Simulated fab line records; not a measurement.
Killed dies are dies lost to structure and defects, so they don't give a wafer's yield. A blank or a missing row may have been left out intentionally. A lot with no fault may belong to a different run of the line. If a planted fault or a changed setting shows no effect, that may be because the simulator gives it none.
What tool caused it?	flow nand-harc	24 lots, 72 wafers sampled, at 6 steps of a route of 1302

== WHAT EACH GAUGE READ, for each wafer ==
The record lacks any reading of a measuring or inspecting step that a usual standard deviation could be used to judge.

== TOOL THAT RAN EACH LOT (tool first, then ch and the chambers of the sampled wafers, then the start) ==
lot	NHARC_A_CHANNEL_HOLE_D2_ETCH_39	NHARC_A_CHANNEL_FILL_D2_ALD_15	NHARC_A_CHANNEL_FILL_D2_ETCHBACK_19	NHARC_A_CHANNEL_FILL_D2_ETCHBACK_08	NHARC_A_STAIRCASE_DEP_156	NHARC_A_STAIRCASE_STRIP_171
L074	rie-diel-04 ch 1,2, day 14 15:42 or earlier	ald-sin-batch-02 ch 0, day 14 15:42 or earlier	rie-si-03 ch 0,2, day 14 15:42	rie-diel-10 ch 0,1,2, day 15 21:56 or earlier	pecvd-02 ch 0,2, day 15 21:56	plasma-asher-01 ch 0,1, day 15 23:13
L075	rie-diel-05 ch 1,3, day 14 15:43 or earlier	ald-sin-batch-02 ch 0, day 14 15:43 or earlier	rie-si-05 ch 0,1,3, day 14 15:43	rie-diel-02 ch 2,3, day 15 17:38 or earlier	pecvd-03 ch 1,2, day 15 17:38	plasma-asher-01 ch 0,1, day 15 18:58
L076	rie-diel-05 ch 1,2,3, day 15 12:39 or earlier	ald-sin-batch-01 ch 0, day 15 12:39 or earlier	rie-si-05 ch 1,2, day 15 12:39	rie-diel-12 ch 2,3, day 16 13:02 or earlier	pecvd-02 ch 0,1, day 16 13:02	plasma-asher-02 ch 0,1, day 16 14:18
L077	rie-diel-08 ch 2,3, day 15 16:32 or earlier	ald-sin-batch-03 ch 0, day 15 16:32 or earlier	rie-si-03 ch 1,2, day 15 16:32	rie-diel-12 ch 2,3, day 16 20:48 or earlier	pecvd-03 ch 0,2, day 16 20:48	plasma-asher-01 ch 0, day 16 21:58
L079	rie-diel-05 ch 0,2,3, day 16 08:11 or earlier	ald-sin-batch-01 ch 0, day 16 08:11 or earlier	rie-si-01 ch 0,1, day 16 08:11	rie-diel-10 ch 0,1,2, day 17 08:22 or earlier	pecvd-02 ch 0,1, day 17 08:22	plasma-asher-01 ch 0,1, day 17 09:46
L078	rie-diel-08 ch 0,1, day 15 18:02 or earlier	ald-sin-batch-01 ch 0, day 15 18:02	rie-si-03 ch 1,2,3, day 16 08:13	rie-diel-12 ch 1,2,3, day 17 08:16 or earlier	pecvd-01 ch 0,1,2, day 17 08:16	plasma-asher-02 ch 0,1, day 17 09:35
L080	rie-diel-04 ch 0,1,2, day 17 15:52 or earlier	ald-sin-batch-02 ch 0, day 17 15:52 or earlier	rie-si-05 ch 0,2,3, day 17 15:52	rie-diel-02 ch 1,2,3, day 18 15:55 or earlier	pecvd-01 ch 1,2, day 18 15:55	plasma-asher-01 ch 0,1, day 18 17:22
L081	rie-diel-08 ch 1,2,3, day 17 15:53 or earlier	ald-sin-batch-02 ch 0, day 17 15:53 or earlier	rie-si-01 ch 1,2,3, day 17 15:53	rie-diel-12 ch 2,3, day 18 15:54 or earlier	pecvd-03 ch 1,2, day 18 15:54	plasma-asher-02 ch 0,1, day 18 17:15
L082	rie-diel-05 ch 1,2, day 18 04:09 or earlier	ald-sin-batch-02 ch 0, day 18 04:09 or earlier	rie-si-01 ch 1,2,3, day 18 04:09	rie-diel-12 ch 0,1, day 19 04:10 or earlier	pecvd-02 ch 0,1,2, day 19 04:10	plasma-asher-01 ch 0,1, day 19 05:35
L083	rie-diel-05 ch 0,2,3, day 18 12:40 or earlier	ald-sin-batch-02 ch 0, day 18 12:40 or earlier	rie-si-03 ch 0,2,3, day 18 12:40	rie-diel-02 ch 1,2,3, day 19 14:02 or earlier	pecvd-03 ch 0,1,2, day 19 14:02	plasma-asher-01 ch 0,1, day 19 15:20
L084	rie-diel-04 ch 2,3, day 19 00:25 or earlier	ald-sin-batch-02 ch 0, day 19 00:25 or earlier	rie-si-01 ch 1,2,3, day 19 00:25	rie-diel-10 ch 0,1, day 20 00:53 or earlier	pecvd-01 ch 0,2, day 20 00:53	plasma-asher-01 ch 0, day 20 02:02
L085	rie-diel-05 ch 1,2,3, day 19 04:21 or earlier	ald-sin-batch-02 ch 0, day 19 04:21 or earlier	rie-si-03 ch 0,1,2, day 19 04:21	rie-diel-10 ch 0,1,2, day 20 06:09 or earlier	pecvd-03 ch 0,1,2, day 20 06:09	plasma-asher-02 ch 0,1, day 20 07:20
L086	rie-diel-05 ch 0,1,3, day 19 10:31 or earlier	ald-sin-batch-02 ch 0, day 19 10:31 or earlier	rie-si-01 ch 0,1,3, day 19 10:31	rie-diel-10 ch 2,3, day 20 10:40 or earlier	pecvd-03 ch 1,2, day 20 10:40	plasma-asher-02 ch 0,1, day 20 12:01
L088	rie-diel-05 ch 1,2,3, day 20 11:48 or earlier	ald-sin-batch-02 ch 0, day 20 11:48 or earlier	rie-si-03 ch 0,1, day 20 11:48	rie-diel-12 ch 1,2, day 21 11:56 or earlier	pecvd-03 ch 0,1,2, day 21 11:56	plasma-asher-02 ch 0,1, day 21 13:17
L089	rie-diel-08 ch 0,2,3, day 20 11:48 or earlier	ald-sin-batch-02 ch 0, day 20 11:48 or earlier	rie-si-05 ch 0,2,3, day 20 11:48	rie-diel-10 ch 0,1,2, day 21 11:53 or earlier	pecvd-02 ch 0,1,2, day 21 11:53	plasma-asher-01 ch 0,1, day 21 13:02
L087	rie-diel-05 ch 1,2, day 21 00:02 or earlier	ald-sin-batch-02 ch 0, day 21 00:02 or earlier	rie-si-03 ch 0,1,3, day 21 00:02	rie-diel-10 ch 0,1,2, day 22 02:01 or earlier	pecvd-03 ch 1,2, day 22 02:01	plasma-asher-02 ch 0,1, day 22 03:19
L090	rie-diel-05 ch 0,3, day 21 08:36 or earlier	ald-sin-batch-03 ch 0, day 21 08:36 or earlier	rie-si-01 ch 0,3, day 21 08:36	rie-diel-10 ch 1,2,3, day 22 08:47 or earlier	pecvd-01 ch 0,1, day 22 08:47	plasma-asher-02 ch 0,1, day 22 09:57
L091	rie-diel-08 ch 0,3, day 21 13:40 or earlier	ald-sin-batch-01 ch 0, day 21 13:40 or earlier	rie-si-05 ch 0,2,3, day 21 13:40	rie-diel-12 ch 1,2,3, day 22 16:36 or earlier	pecvd-01 ch 0,2, day 22 16:36	plasma-asher-02 ch 0,1, day 22 21:05
L092	rie-diel-04 ch 0,1, day 22 05:17 or earlier	ald-sin-batch-01 ch 0, day 22 05:17 or earlier	rie-si-01 ch 0,1, day 22 05:17	rie-diel-12 ch 0,1,3, day 23 05:00 or earlier	pecvd-02 ch 0,1,2, day 23 05:00	plasma-asher-02 ch 0,1, day 23 06:19
L093	rie-diel-04 ch 1,3, day 22 23:43 or earlier	ald-sin-batch-02 ch 0, day 22 23:43 or earlier	rie-si-03 ch 1,3, day 22 23:43	rie-diel-02 ch 0,1,3, day 24 01:40 or earlier	pecvd-02 ch 1,2, day 24 01:40	plasma-asher-02 ch 0,1, day 24 02:58
L094	rie-diel-05 ch 1,2,3, day 22 23:43 or earlier	ald-sin-batch-02 ch 0, day 22 23:43 or earlier	rie-si-05 ch 0,1, day 22 23:43	rie-diel-10 ch 2,3, day 24 01:52 or earlier	pecvd-02 ch 0,1, day 24 01:52	plasma-asher-01 ch 0,1, day 24 03:06
L095	rie-diel-05 ch 1,2, day 23 08:11 or earlier	ald-sin-batch-02 ch 0, day 23 08:11 or earlier	rie-si-05 ch 0,3, day 23 08:11	rie-diel-10 ch 0,1,2, day 24 08:05 or earlier	pecvd-02 ch 0,1, day 24 08:05	plasma-asher-02 ch 0,1, day 24 09:32
L096	rie-diel-08 ch 0,2,3, day 23 22:11 or earlier	ald-sin-batch-03 ch 0, day 23 22:11 or earlier	rie-si-05 ch 0,1, day 23 22:11	rie-diel-10 ch 0,1,2, day 24 22:16 or earlier	pecvd-03 ch 0,2, day 24 22:16	plasma-asher-02 ch 0,1, day 24 23:46
L097	rie-diel-05 ch 0,2,3, day 23 22:11 or earlier	ald-sin-batch-03 ch 0, day 23 22:11 or earlier	rie-si-03 ch 0,2,3, day 23 22:11	rie-diel-12 ch 1,2,3, day 24 22:10 or earlier	pecvd-01 ch 0,1,2, day 24 22:10	plasma-asher-01 ch 0,1, day 24 23:21
- NHARC_A_CHANNEL_HOLE_D2_ETCH_39: etches the open film in N2/H2, target depth 260 nm, time 325 s.
- NHARC_A_CHANNEL_FILL_D2_ALD_15: deposits SiNx, target thk 2 nm, pulse time 60 s, ald cycles 19.
- NHARC_A_CHANNEL_FILL_D2_ETCHBACK_19: etches the open film in HBr/Cl2, target depth 5 nm, time 1.7 s.
- NHARC_A_CHANNEL_FILL_D2_ETCHBACK_08: etches the open film in C4F8, target depth 220 nm, time 110 s.
- NHARC_A_STAIRCASE_DEP_156: deposits SiNx, target thk 50 nm.
- NHARC_A_STAIRCASE_STRIP_171: strips in O2.

== AS READ BY THE TOOLS THEMSELVES (means over the sampled wafers that have a number; for cases with no such wafer, the mark the record gives instead) ==
NHARC_A_CHANNEL_HOLE_D2_ETCH_39. Usual: drypump-motor-current-A 5.6 A, standard deviation 0.49; oes-product-au 1.002 a.u., standard deviation 0.0098; rf-vpp-V 430.0 V, standard deviation 2.7; showerhead-plenum-p-Torr 2.02 Torr, standard deviation 0.09; throttle-valve-pct 14.172 %, standard deviation 0.0087.
lot	tool	drypump-motor-current-A (A)	oes-product-au (a.u.)	rf-vpp-V (V)	showerhead-plenum-p-Torr (Torr)	throttle-valve-pct (%)	flag
L074	rie-diel-04	5.5	1.015	430.6	2.04	14.175	
L075	rie-diel-05	5.2	0.990	430.4	2.06	14.176	
L076	rie-diel-05	5.4	1.005	428.4	1.98	14.174	
L077	rie-diel-08	5.3	0.998	430.7	2.00	14.164	
L079	rie-diel-05	5.8	1.008	428.7	1.96	14.167	
L078	rie-diel-08	6.0	0.993	429.5	2.00	14.178	
L080	rie-diel-04	5.4	1.007	432.0	2.08	14.169	
L081	rie-diel-08	5.5	1.000	430.0	2.01	14.172	
L082	rie-diel-05	5.5	1.007	428.5	1.97	14.170	
L083	rie-diel-05	5.8	0.998	428.0	1.96	14.165	
L084	rie-diel-04	5.5	1.005	430.7	2.04	14.172	
L085	rie-diel-05	5.4	1.001	429.3	1.98	14.166	
L086	rie-diel-05	5.6	1.009	431.0	2.04	14.170	
L088	rie-diel-05	5.4	1.007	429.7	1.98	14.177	
L089	rie-diel-08	5.3	1.008	428.7	1.96	14.172	
L087	rie-diel-05	5.3	0.996	430.9	2.04	14.171	
L090	rie-diel-05	6.0	0.998	430.0	2.03	14.169	
L091	rie-diel-08	5.6	1.003	429.1	1.98	14.172	
L092	rie-diel-04	5.3	1.000	432.2	2.12	14.170	
L093	rie-diel-04	5.8	1.006	432.3	2.11	14.174	
L094	rie-diel-05	5.4	1.000	428.8	1.98	14.182	
L095	rie-diel-05	5.5	1.001	427.9	1.97	14.172	
L096	rie-diel-08	5.3	1.000	426.8	1.95	14.177	
L097	rie-diel-05	5.8	0.994	429.0	1.96	14.175	

NHARC_A_CHANNEL_FILL_D2_ALD_15. Usual: precursor-pulse-height-rel reads 1.003 (standard deviation 0.019).
lot	tool	precursor-pulse-height-rel	flag
L074	ald-sin-batch-02	1.018	
L075	ald-sin-batch-02	1.001	
L076	ald-sin-batch-01	1.009	
L077	ald-sin-batch-03	1.008	
L079	ald-sin-batch-01	1.010	
L078	ald-sin-batch-01	0.981	
L080	ald-sin-batch-02	1.008	
L081	ald-sin-batch-02	1.002	
L082	ald-sin-batch-02	1.016	
L083	ald-sin-batch-02	0.997	
L084	ald-sin-batch-02	0.993	
L085	ald-sin-batch-02	1.001	
L086	ald-sin-batch-02	1.003	
L088	ald-sin-batch-02	1.006	
L089	ald-sin-batch-02	1.005	
L087	ald-sin-batch-02	0.988	
L090	ald-sin-batch-03	1.026	
L091	ald-sin-batch-01	1.012	
L092	ald-sin-batch-01	0.995	
L093	ald-sin-batch-02	1.007	
L094	ald-sin-batch-02	1.021	
L095	ald-sin-batch-02	0.998	
L096	ald-sin-batch-03	0.988	
L097	ald-sin-batch-03	1.001	

NHARC_A_CHANNEL_FILL_D2_ETCHBACK_19. Usual: drypump-motor-current-A 5.7 A, standard deviation 0.5; oes-product-au 0.998 a.u., standard deviation 0.013; throttle-valve-pct 26.405 %, standard deviation 0.0095.
lot	tool	drypump-motor-current-A (A)	oes-product-au (a.u.)	throttle-valve-pct (%)	flag
L074	rie-si-03	5.6	1.006	26.417	
L075	rie-si-05	5.8	1.006	26.409	
L076	rie-si-05	5.8	0.998	26.400	
L077	rie-si-03	5.2	0.996	26.403	
L079	rie-si-01	6.1	1.008	26.411	
L078	rie-si-03	5.2	0.997	26.402	
L080	rie-si-05	5.7	1.016	26.406	
L081	rie-si-01	6.0	0.996	26.400	
L082	rie-si-01	6.0	0.989	26.402	
L083	rie-si-03	5.5	0.994	26.409	
L084	rie-si-01	6.0	0.992	26.407	
L085	rie-si-03	5.7	1.001	26.395	
L086	rie-si-01	6.0	0.992	26.403	
L088	rie-si-03	5.9	0.990	26.408	
L089	rie-si-05	5.7	1.009	26.408	
L087	rie-si-03	5.6	0.995	26.411	
L090	rie-si-01	5.9	0.999	26.389	
L091	rie-si-05	5.8	1.002	26.409	
L092	rie-si-01	6.1	0.994	26.400	
L093	rie-si-03	5.1	0.989	26.405	
L094	rie-si-05	5.7	0.999	26.406	
L095	rie-si-05	5.7	1.009	26.399	
L096	rie-si-05	5.7	1.002	26.399	
L097	rie-si-03	5.5	0.998	26.407	

NHARC_A_CHANNEL_FILL_D2_ETCHBACK_08. Usual: oes-product-au 0.97 a.u., standard deviation 0.038; rf-vpp-V 442.5 V, standard deviation 2.8.
lot	tool	oes-product-au (a.u.)	rf-vpp-V (V)	flag
L074	rie-diel-10	0.92	439.9	
L075	rie-diel-02	0.98	438.5	
L076	rie-diel-12	0.92	444.8	
L077	rie-diel-12	0.91	444.0	
L079	rie-diel-10	0.96	440.7	
L078	rie-diel-12	1.00	445.1	
L080	rie-diel-02	0.99	439.5	
L081	rie-diel-12	0.99	445.1	
L082	rie-diel-12	0.92	444.1	
L083	rie-diel-02	0.99	439.2	
L084	rie-diel-10	1.01	439.7	
L085	rie-diel-10	0.94	440.2	
L086	rie-diel-10	0.99	442.3	
L088	rie-diel-12	0.99	444.6	
L089	rie-diel-10	1.01	439.8	
L087	rie-diel-10	1.02	439.8	
L090	rie-diel-10	0.94	441.7	
L091	rie-diel-12	0.94	445.0	
L092	rie-diel-12	1.01	444.9	
L093	rie-diel-02	0.92	440.9	
L094	rie-diel-10	0.95	443.9	
L095	rie-diel-10	0.95	440.5	
L096	rie-diel-10	1.01	440.7	
L097	rie-diel-12	1.02	444.1	

NHARC_A_STAIRCASE_DEP_156. Usual: heater-power-outer-w 421 W, standard deviation 58; heater-power-w 714 W, standard deviation 74.
lot	tool	heater-power-outer-w (W)	heater-power-w (W)	flag
L074	pecvd-02	428	729	
L075	pecvd-03	488	794	
L076	pecvd-02	446	713	
L077	pecvd-03	384	731	
L079	pecvd-02	482	810	
L078	pecvd-01	414	699	
L080	pecvd-01	431	719	
L081	pecvd-03	490	801	
L082	pecvd-02	398	653	
L083	pecvd-03	369	680	
L084	pecvd-01	420	706	
L085	pecvd-03	424	750	
L086	pecvd-03	450	752	
L088	pecvd-03	410	738	
L089	pecvd-02	394	653	
L087	pecvd-03	493	803	
L090	pecvd-01	421	713	
L091	pecvd-01	481	791	
L092	pecvd-02	418	694	
L093	pecvd-02	436	697	
L094	pecvd-02	464	739	
L095	pecvd-02	468	723	
L096	pecvd-03	385	715	
L097	pecvd-01	428	713	

NHARC_A_STAIRCASE_STRIP_171. Usual: drypump-motor-current-A 5.5 A, standard deviation 0.45; heater-power-w 359 W, standard deviation 20.
lot	tool	drypump-motor-current-A (A)	heater-power-w (W)	flag
L074	plasma-asher-01	5.1	365	
L075	plasma-asher-01	5.1	365	
L076	plasma-asher-02	5.9	343	
L077	plasma-asher-01	5.2	371	
L079	plasma-asher-01	5.1	366	
L078	plasma-asher-02	5.9	344	
L080	plasma-asher-01	4.9	363	
L081	plasma-asher-02	5.9	343	
L082	plasma-asher-01	5.1	362	
L083	plasma-asher-01	4.9	356	
L084	plasma-asher-01	5.2	374	
L085	plasma-asher-02	5.9	351	
L086	plasma-asher-02	5.9	373	
L088	plasma-asher-02	5.9	373	
L089	plasma-asher-01	4.9	356	
L087	plasma-asher-02	5.8	365	
L090	plasma-asher-02	5.9	349	
L091	plasma-asher-02	5.9	371	
L092	plasma-asher-02	5.9	371	
L093	plasma-asher-02	5.9	353	
L094	plasma-asher-01	4.9	352	
L095	plasma-asher-02	5.9	352	
L096	plasma-asher-02	5.9	357	
L097	plasma-asher-01	5.1	355	

== THE ANSWER, worked out from the rows above alone ==
Rule: take the mean of a lot's wafers that have a number; if it is more than 3 standard deviations from the usual mean, the lot is off. Also off: a lot with no number at a reading for which 4 or more lots have one. The other lots that the step has rows for count as sound. Order of review: gauges by route order, followed by the tools' own readings, for which a lot's mean as printed above is used. At the first step where some lot is off, the reading lying furthest off is the one used; lots without a number count as furthest.
None of the lots is off at any reading shown; this tells nothing.

== WHAT HAD BEEN PUT IN BY THE SIMULATOR ==
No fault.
